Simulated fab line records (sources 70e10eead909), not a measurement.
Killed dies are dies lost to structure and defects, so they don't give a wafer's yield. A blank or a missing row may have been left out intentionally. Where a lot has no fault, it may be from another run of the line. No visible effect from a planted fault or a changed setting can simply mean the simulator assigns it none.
fab line records + flow nand-harc
record
- lots=5
- wafers=15
- last-day=24
route steps=1159 shown P_GATE@185
lots with no fault: from the same line, run without faults
start-h: hours from the record's first day to the start of the lot's first wafer shown + wait-h: hours elapsed since this lot's preceding step + " repeats the value in the row above + L1.1+2: several wafers, shown together as one row + - either no value or no given start + * or withheld: withheld + < > ~ a bound
route shown NAME@n: names a module that has steps shown in the file, with the first one's number in the route + usual: mean and standard deviation over wafers with no fault + same: alike in all rows + chamber/n: place in a boat + sites: readings site by site + _std_site: standard deviation across them + _edge_site: outer sites' mean less inner sites' + radius-mm: for every site, how far away it sits from the centre of the wafer + mask NAME#n: copy n + behind: the most recent tool/chamber to have shaped the wafer + hold: why the lot went on hold/how many hours it stayed there/how the hold came to an end + device: whichever transistor did not switch (one of n, p or np) + end of line: at the end of the route, the tests of the same wafers + a step with no rows: only its recipe + killed: dies lost to structure and defects at the first sort, not the wafer's yield + map: per-die view of a wafer (x killed, . not killed, _ where there is no die)
set.NAME: the setting the step ran with; set.NAME@STEP: the setting that earlier step ran with + model.NAME: the simulator's own value behind a step, which no gauge read
lots at some steps of the route; a table a step, a row a wafer
services: from which hour (start-h, from the record's first day; less than 0 if before it) a tool's chamber was out of use, for how many hours, and why
## steps
# step NHARC_P_GATE_CD_MEAS_59
# recipe
- target-cd-nm=720
- landing-energy-ev=500
# usual
- cd-nm=718.5/1.8
| lot.wafer | tool      | chamber | start-h | wait-h | cd-nm |
|-----------|-----------|---------|---------|--------|-------|
| L131.2    | cd-sem-03 | 0       | 140.96  | -      | 721.5 |
| L131.3    | "         | 0       | "       | "      | 720.7 |
| L131.6    | "         | 0       | "       | "      | 722.9 |
| L133.3    | cd-sem-03 | 0       | 155.21  | -      | 719.3 |
| L133.5    | "         | 0       | "       | "      | 721.1 |
| L133.6    | "         | 0       | "       | "      | 719.1 |
| L135.1    | cd-sem-03 | 0       | 163.56  | -      | 719.3 |
| L135.2    | "         | 0       | "       | "      | 720.1 |
| L135.6    | "         | 0       | "       | "      | 717.9 |
| L148.3    | cd-sem-01 | 0       | 231.77  | -      | 718.6 |
| L148.4    | "         | 0       | "       | "      | 719.5 |
| L148.6    | "         | 0       | "       | "      | 719.7 |
| L146.2    | cd-sem-03 | 0       | 232.11  | -      | 715.5 |
| L146.3    | "         | 0       | "       | "      | 716.6 |
| L146.5    | "         | 0       | "       | "      | 719.0 |
# step NHARC_P_GATE_HARDBAKE_60
# recipe
- temp-c=125
- time-s=80
# step NHARC_P_GATE_DESCUM_61
# recipe
- time-s=3
- o2-flow-sccm=200
- ar-flow-sccm=0
- bias-power-w=0
- chemistry=O2
# usual
- drypump-motor-current-A=5.8/0.44
- oes-product-au=1.000/0.0095
- rf-vpp-V=57.6/0.84
- showerhead-plenum-p-Torr=1.88/0.079
- throttle-valve-pct=11.311/0.009
| lot.wafer | tool        | chamber | start-h | wait-h | drypump-motor-current-A | oes-product-au | rf-hours-counter-h | rf-vpp-V | showerhead-plenum-p-Torr | throttle-valve-pct |
|-----------|-------------|---------|---------|--------|-------------------------|----------------|--------------------|----------|--------------------------|--------------------|
| L131.3    | rie-diel-02 | 3       | 141.11  | -      | 5.9                     | 1.004          | 53                 | 59.3     | 1.97                     | 11.312             |
| L131.2    | "           | 1       | "       | "      | 6.0                     | 1.008          | 61                 | 58.3     | 1.93                     | 11.305             |
| L131.6    | "           | 0       | "       | "      | 6.4                     | 1.008          | -                  | 56.9     | 1.80                     | 11.304             |
| L133.3    | rie-diel-13 | 1       | 155.36  | -      | 5.6                     | 0.995          | 18                 | 57.0     | 1.94                     | 11.321             |
| L133.5    | "           | 1       | "       | "      | 5.6                     | 1.005          | -                  | 57.9     | 1.94                     | 11.317             |
| L133.6    | "           | 2       | "       | "      | 5.7                     | 1.007          | -                  | 58.8     | 1.85                     | 11.308             |
| L135.2    | rie-diel-13 | 3       | 163.75  | -      | 5.7                     | 1.003          | 23                 | 56.8     | 1.96                     | 11.309             |
| L135.1    | "           | 0       | "       | "      | 5.1                     | 1.014          | 21                 | 58.3     | 1.84                     | 11.311             |
| L135.6    | "           | 1       | "       | "      | 5.7                     | 1.005          | -                  | 57.1     | 1.94                     | 11.304             |
| L148.3    | rie-diel-05 | 1       | 231.94  | -      | 5.2                     | 1.001          | 12                 | 58.3     | 1.80                     | 11.318             |
| L148.4    | "           | 3       | "       | "      | 5.7                     | 0.978          | 11                 | 58.9     | 2.00                     | 11.310             |
| L148.6    | "           | 0       | "       | "      | 5.9                     | 0.998          | -                  | 57.4     | 1.80                     | 11.317             |
| L146.3    | rie-diel-13 | 0       | 232.28  | -      | 5.1                     | 1.004          | 51                 | 57.3     | 1.83                     | 11.308             |
| L146.2    | "           | 1       | "       | "      | 5.5                     | 1.014          | 47                 | 56.1     | 1.93                     | 11.322             |
| L146.5    | "           | 3       | "       | "      | 5.7                     | 1.005          | -                  | 57.9     | 1.95                     | 11.308             |
# step NHARC_P_GATE_IMPLANT_62
# recipe
- energy-kev=20
- dose-cm2=3e+15
- tilt-deg=7
# step NHARC_P_GATE_STRIP_112
# recipe
- power-w=1500
- temp-c=110
- time-s=200
- chemistry=N2/H2
# usual
- drypump-motor-current-A=5.8/0.59
- heater-power-w=89/5.6
| lot.wafer | tool            | chamber | start-h | wait-h | drypump-motor-current-A | heater-power-w | rf-hours-counter-h |
|-----------|-----------------|---------|---------|--------|-------------------------|----------------|--------------------|
| L131.2    | plasma-asher-01 | 1       | 141.61  | 0.2    | 5.3                     | 95             | 10                 |
| L131.3    | "               | 1       | "       | "      | 5.4                     | 96             | -                  |
| L131.6    | "               | 0       | "       | "      | 5.5                     | 78             | -                  |
| L133.3    | plasma-asher-01 | 0       | 155.86  | 0.3    | 5.5                     | 81             | -                  |
| L133.5    | "               | 1       | "       | "      | 5.3                     | 97             | -                  |
| L133.6    | "               | 0       | "       | "      | 5.5                     | 80             | -                  |
| L135.2    | plasma-asher-02 | 0       | 164.09  | 0.2    | 5.3                     | 89             | 52                 |
| L135.1    | "               | 1       | "       | "      | 6.7                     | 90             | 52                 |
| L135.6    | "               | 0       | "       | "      | 5.3                     | 91             | -                  |
| L148.3    | plasma-asher-01 | 1       | 232.39  | 0.2    | 5.3                     | 97             | -                  |
| L148.4    | "               | 0       | "       | "      | 5.5                     | 80             | -                  |
| L148.6    | "               | 1       | "       | "      | 5.3                     | 96             | -                  |
| L146.2    | plasma-asher-01 | 0       | 232.68  | 0.2    | 5.5                     | 78             | 43                 |
| L146.3    | "               | 0       | "       | "      | 5.5                     | 80             | -                  |
| L146.5    | "               | 0       | "       | "      | 5.5                     | 78             | -                  |
# step NHARC_P_GATE_STRIP_76
# recipe
- power-w=1500
- temp-c=250
- chemistry=O2
# usual
- drypump-motor-current-A=5.8/0.59
- heater-power-w=332/20
| lot.wafer | tool            | chamber | start-h | wait-h | drypump-motor-current-A | heater-power-w | rf-hours-counter-h |
|-----------|-----------------|---------|---------|--------|-------------------------|----------------|--------------------|
| L131.2    | plasma-asher-01 | 1       | 141.87  | 0.2    | 5.3                     | 350            | 10                 |
| L131.3    | "               | 1       | "       | "      | 5.4                     | 356            | -                  |
| L131.6    | "               | 0       | "       | "      | 5.5                     | 289            | -                  |
| L133.3    | plasma-asher-01 | 0       | 156.03  | 0.1    | 5.5                     | 297            | -                  |
| L133.5    | "               | 1       | "       | "      | 5.4                     | 363            | -                  |
| L133.6    | "               | 0       | "       | "      | 5.5                     | 298            | -                  |
| L135.2    | plasma-asher-02 | 0       | 164.36  | 0.2    | 5.3                     | 347            | 52                 |
| L135.1    | "               | 1       | "       | "      | 6.7                     | 336            | 52                 |
| L135.6    | "               | 0       | "       | "      | 5.3                     | 336            | -                  |
| L148.3    | plasma-asher-01 | 1       | 232.58  | 0.2    | 5.4                     | 358            | -                  |
| L148.4    | "               | 0       | "       | "      | 5.5                     | 300            | -                  |
| L148.6    | "               | 1       | "       | "      | 5.3                     | 351            | -                  |
| L146.2    | plasma-asher-01 | 0       | 232.91  | 0.2    | 5.5                     | 306            | 43                 |
| L146.3    | "               | 0       | "       | "      | 5.5                     | 302            | -                  |
| L146.5    | "               | 0       | "       | "      | 5.5                     | 301            | -                  |
# step NHARC_P_GATE_STRIP_63
# recipe
- time-s=900
- temp-c=130
- chemistry=SPM
# step NHARC_P_GATE_DEHYDRATE_83
# recipe
- temp-c=150
- time-s=120
# step NHARC_P_GATE_HMDS_84
# recipe
- time-s=30
# step NHARC_P_GATE_COAT_85
# recipe
- spin-rpm=3000
# step NHARC_P_GATE_SOFTBAKE_86
# recipe
- temp-c=122
- time-s=95
# step NHARC_P_GATE_EBR_87
# step NHARC_P_GATE_EXPOSE_88
# recipe
- na=0.6
- target-cd-nm=2000
- dose-mj=11.87
- mask-id=P_HVN
# usual
- exposure-dose-mJ-cm2=11.871/0.011
- reticle-temp-C=22.97/0.12
| lot.wafer | tool           | chamber | start-h | wait-h | mask       | exposure-dose-mJ-cm2 | reticle-temp-C |
|-----------|----------------|---------|---------|--------|------------|----------------------|----------------|
| L131.2    | krf-scanner-04 | 0       | 142.65  | -      | P_HVN#0    | 11.869               | 22.92          |
| L131.3    | "              | 0       | "       | "      | P_HVN#0    | 11.874               | 22.91          |
| L131.6    | "              | 0       | "       | "      | P_HVN#0    | 11.849               | 23.02          |
| L133.3    | krf-scanner-01 | 0       | 156.78  | -      | P_HVN_R1#0 | 11.847               | 22.90          |
| L133.5    | "              | 0       | "       | "      | P_HVN_R1#0 | 11.837               | 22.81          |
| L133.6    | "              | 0       | "       | "      | P_HVN_R1#0 | 11.878               | 22.84          |
| L135.1    | krf-scanner-03 | 0       | 165.17  | -      | P_HVN#0    | 11.859               | 22.95          |
| L135.2    | "              | 0       | "       | "      | P_HVN#0    | 11.865               | 22.98          |
| L135.6    | "              | 0       | "       | "      | P_HVN#0    | 11.866               | 22.98          |
| L148.3    | krf-scanner-01 | 0       | 233.34  | -      | P_HVN#0    | 11.851               | 22.93          |
| L148.4    | "              | 0       | "       | "      | P_HVN#0    | 11.872               | 22.93          |
| L148.6    | "              | 0       | "       | "      | P_HVN#0    | 11.876               | 22.99          |
| L146.2    | krf-scanner-04 | 0       | 233.67  | -      | P_HVN#0    | 11.866               | 22.89          |
| L146.3    | "              | 0       | "       | "      | P_HVN#0    | 11.872               | 22.94          |
| L146.5    | "              | 0       | "       | "      | P_HVN#0    | 11.871               | 23.02          |
# step NHARC_P_GATE_PEB_89
# recipe
- peb-temp-c=118
- peb-time-s=85
# step NHARC_P_GATE_DEVELOP_90
# recipe
- time-s=70
# step NHARC_P_GATE_CD_MEAS_91
# recipe
- target-cd-nm=2000
- landing-energy-ev=500
# usual
- cd-nm=2000.0/2.2
| lot.wafer | tool      | chamber | start-h | wait-h | cd-nm  |
|-----------|-----------|---------|---------|--------|--------|
| L131.2    | cd-sem-03 | 0       | 142.80  | -      | 2006.5 |
| L131.3    | "         | 0       | "       | "      | 2000.9 |
| L131.6    | "         | 0       | "       | "      | 2000.8 |
| L133.3    | cd-sem-01 | 0       | 156.94  | -      | 1966.8 |
| L133.5    | "         | 0       | "       | "      | 1967.5 |
| L133.6    | "         | 0       | "       | "      | 1967.1 |
| L135.1    | cd-sem-02 | 0       | 165.32  | -      | 1999.6 |
| L135.2    | "         | 0       | "       | "      | 1999.0 |
| L135.6    | "         | 0       | "       | "      | 2001.3 |
| L148.3    | cd-sem-01 | 0       | 233.49  | -      | 1995.5 |
| L148.4    | "         | 0       | "       | "      | 1997.2 |
| L148.6    | "         | 0       | "       | "      | 1998.8 |
| L146.2    | cd-sem-03 | 0       | 233.82  | -      | 1996.8 |
| L146.3    | "         | 0       | "       | "      | 1997.9 |
| L146.5    | "         | 0       | "       | "      | 1998.7 |
# step NHARC_P_GATE_HARDBAKE_92
# recipe
- temp-c=125
- time-s=80
# step NHARC_P_GATE_DESCUM_93
# recipe
- time-s=3
- o2-flow-sccm=200
- ar-flow-sccm=0
- bias-power-w=0
- chemistry=O2
# usual
- drypump-motor-current-A=5.9/0.47
- oes-product-au=1.000/0.011
- rf-vpp-V=57.8/0.85
- showerhead-plenum-p-Torr=1.89/0.086
- throttle-valve-pct=11.312/0.0085
| lot.wafer | tool        | chamber | start-h | wait-h | drypump-motor-current-A | oes-product-au | rf-hours-counter-h | rf-vpp-V | showerhead-plenum-p-Torr | throttle-valve-pct | model.P_GATE.cd-nm |
|-----------|-------------|---------|---------|--------|-------------------------|----------------|--------------------|----------|--------------------------|--------------------|--------------------|
| L131.2    | rie-diel-05 | 2       | 142.96  | -      | 6.7                     | 0.994          | 30                 | 57.1     | 1.83                     | 11.320             | 2007               |
| L131.3    | "           | 3       | "       | "      | 5.7                     | 0.981          | 30                 | 59.5     | 2.01                     | 11.324             | 2001               |
| L131.6    | "           | 0       | "       | "      | 5.8                     | 0.998          | -                  | 56.9     | 1.80                     | 11.312             | 2001               |
| L133.3    | rie-diel-05 | 0       | 157.10  | -      | 5.9                     | 0.996          | 34                 | 58.2     | 1.80                     | 11.314             | 1967               |
| L133.5    | "           | 0       | "       | "      | 5.8                     | 0.996          | -                  | 58.2     | 1.80                     | 11.310             | 1968               |
| L133.6    | "           | 2       | "       | "      | 6.7                     | 0.989          | -                  | 58.1     | 1.83                     | 11.313             | 1968               |
| L135.2    | rie-diel-02 | 0       | 165.51  | -      | 6.4                     | 1.011          | 2                  | 57.3     | 1.80                     | 11.313             | 1999               |
| L135.1    | "           | 2       | "       | "      | 5.4                     | 1.007          | 2                  | 57.8     | 2.02                     | 11.317             | 2000               |
| L135.6    | "           | 1       | "       | "      | 5.9                     | 0.998          | -                  | 58.7     | 1.93                     | 11.320             | 2002               |
| L148.4    | rie-diel-02 | 1       | 233.67  | -      | 5.9                     | 1.014          | 28                 | 57.4     | 1.92                     | 11.319             | 1998               |
| L148.3    | "           | 0       | "       | "      | 6.4                     | 1.009          | 24                 | 58.8     | 1.80                     | 11.318             | 1996               |
| L148.6    | "           | 2       | "       | "      | 5.4                     | 1.021          | -                  | 57.5     | 2.01                     | 11.305             | 1999               |
| L146.3    | rie-diel-05 | 2       | 233.99  | -      | 6.7                     | 0.993          | 11                 | 58.3     | 1.82                     | 11.303             | 1998               |
| L146.2    | "           | 0       | "       | "      | 5.9                     | 1.010          | 14                 | 57.6     | 1.80                     | 11.307             | 1997               |
| L146.5    | "           | 2       | "       | "      | 6.7                     | 0.989          | -                  | 59.0     | 1.82                     | 11.324             | 1998               |
# step NHARC_P_GATE_IMPLANT_94
# recipe
- energy-kev=60
- dose-cm2=2e+15
- tilt-deg=7
## services
| tool            | chamber | start-h | hours | kind   |
|-----------------|---------|---------|-------|--------|
| rie-diel-05     | 0       | 118.29  | -     | clean  |
| rie-diel-05     | 1       | 118.29  | -     | clean  |
| rie-diel-05     | 2       | 118.29  | -     | clean  |
| rie-diel-05     | 3       | 118.29  | -     | clean  |
| rie-diel-02     | 3       | 120.17  | 5.6   | repair |
| krf-scanner-04  | -       | 126.00  | 4.0   | pm     |
| krf-scanner-03  | -       | 127.41  | 2.0   | repair |
| plasma-asher-01 | -       | 135.13  | 3.4   | repair |
| rie-diel-05     | 0       | 142.85  | -     | clean  |
| rie-diel-05     | 1       | 142.85  | -     | clean  |
| rie-diel-05     | 2       | 142.85  | -     | clean  |
| rie-diel-02     | -       | 150.78  | 9.0   | pm     |
| rie-diel-05     | -       | 160.11  | 0.2   | repair |
| rie-diel-05     | -       | 163.60  | 9.0   | pm     |
| krf-scanner-01  | -       | 164.18  | 2.4   | repair |
| rie-diel-02     | 0       | 166.70  | 11.0  | repair |
| krf-scanner-03  | -       | 168.00  | 4.0   | pm     |
| plasma-asher-01 | -       | 173.77  | 0.6   | repair |
| rie-diel-02     | 2       | 178.96  | 18.6  | repair |
| plasma-asher-02 | -       | 184.22  | 9.0   | pm     |
| rie-diel-05     | 2       | 214.35  | 2.3   | repair |
| rie-diel-13     | 1       | 221.55  | 8.9   | repair |
| krf-scanner-03  | -       | 224.23  | 0.4   | repair |
| rie-diel-05     | 2       | 226.33  | 2.6   | repair |
## key
first-sign
- step=NHARC_P_GATE_EXPOSE_88
- reading=mask
- direction=changed
effect
- step=NHARC_P_GATE_CD_MEAS_91
- reading=cd-nm
- direction=down
- sigmas=15
- usual=2000.0
- struck=1967.1
model-effect
- step=NHARC_P_GATE_DESCUM_93
- value=P_GATE.cd-nm
- without=1999
- struck=1968
met-at NHARC_P_GATE_EXPOSE_88
struck-wafers L133.3,L133.5,L133.6
tester-left-out L133
fault
- kind=wrong-mask
- tool=any
- chamber=-
- onset-h=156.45
- steps=NHARC_P_GATE_EXPOSE_88
- aux-copy=P_HVN_R1#0
- cd-offset-nm=-31.402
- scope=struck-lots-only
# tester-left-out: of these lots the tester's yield and bins aren't shown, on N5 and GAA mostly nor the transistor test; their killed dies are dies lost to structure and defects alone, not to doping, threshold or leakage, so they don't give the yield
